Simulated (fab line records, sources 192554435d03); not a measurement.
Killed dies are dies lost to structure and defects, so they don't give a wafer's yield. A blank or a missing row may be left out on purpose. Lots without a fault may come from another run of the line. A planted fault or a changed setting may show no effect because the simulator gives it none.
One fault seen from 3 desks | flow n5_finfet | each desk has only its own numbers; what lay behind them comes last

THE METROLOGY DESK
What the gauges read, lot by lot, whatever tool the lot ran on: means of the sampled wafers that have a number. A lot is out of limits, marked OUT, if its mean lies more than 4 standard deviations from the usual mean; the brackets give that distance.
Columns: A = V5_OVL at N5_BEOL_M6_OVL_MEAS_29, usual 0.2 nm
lot  | first seen here | A
L889 | day 9 01:33     | 0.6
L891 | day 9 13:10     | -0.4
L902 | day 11 22:19    | -0.2
L904 | day 12 12:32    | 0.0
L906 | day 13 01:59    | -0.7
L908 | day 13 22:20    | -0.3
This desk's finding: nothing out of limits on any of the 6 lots.

THE TOOL OWNER'S DESK: rie_diel-04
The tool's own readings at N5_BEOL_M6_ETCH_41 (etches SiCN in CH3F/O2, target depth 29.7 nm, time 52 s): means of the sampled wafers that have a number, for each lot that ran on this tool. A lot is out of limits, marked OUT, if its mean lies more than 4 standard deviations from the usual mean; the brackets give that distance.
Columns: A = drypump_motor_current_A at N5_BEOL_M6_ETCH_41, usual 5.7 A; B = oes_product_au at N5_BEOL_M6_ETCH_41, usual 0.77 a.u.; C = rf_vpp_V at N5_BEOL_M6_ETCH_41, usual 297.0 V; D = run_length_s at N5_BEOL_M6_ETCH_41, usual 75.2 s; E = showerhead_plenum_p_Torr at N5_BEOL_M6_ETCH_41, usual 1.99 Torr; F = throttle_valve_pct at N5_BEOL_M6_ETCH_41, usual 16.50 %
lot  | first seen here | A   | B    | C     | D              | E    | F
L889 | day 9 02:07     | 5.7 | 0.79 | 297.0 | 75.2           | 1.98 | 16.43
L902 | day 11 22:45    | 6.1 | 0.72 | 295.4 | 90.1 (+35) OUT | 1.94 | 16.50
L904 | day 12 12:56    | 6.2 | 0.73 | 295.2 | 85.9 (+25) OUT | 1.91 | 16.41
This desk's finding: out of limits on L902, L904; first on L902, day 11 22:45 (run_length_s at N5_BEOL_M6_ETCH_41). In limits: L889.

THE DEFECT DESK
What the inspections along the route counted, lot by lot: means of the sampled wafers that have a number. A lot is out of limits, marked OUT, if its mean lies more than 4 standard deviations from the usual mean; the brackets give that distance.
Columns: A = raw_defect_count at N5_BEOL_M6_INSPECT_30, usual 389
lot  | first seen here | A
L889 | day 9 01:36     | 325
L891 | day 9 13:14     | 398
L902 | day 11 22:22    | 372
L904 | day 12 12:36    | 382
L906 | day 13 02:03    | 360
L908 | day 13 22:23    | 351
This desk's finding: nothing out of limits on any of the 6 lots.

PUT TOGETHER
The tool owner's desk could have raised an alarm at day 11 22:45, on L902, L904.
The metrology desk saw nothing out of limits.
The defect desk saw nothing out of limits.
The metrology desk has L902, L904 on record, within its limits.
The defect desk has L902, L904 on record, within its limits.
Of the lots named, all ran N5_BEOL_M6_ETCH_41 on rie_diel-04.

WHAT THE SIMULATOR HAD PUT IN
Process parameter drift: rie_diel-04, from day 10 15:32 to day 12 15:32, at N5_BEOL_M6_ETCH_41. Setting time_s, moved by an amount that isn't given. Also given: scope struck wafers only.
Lots struck among those shown: L902, L904.
Hours from the fault's start to each desk's first reading out of limits: the tool owner's desk, 31.
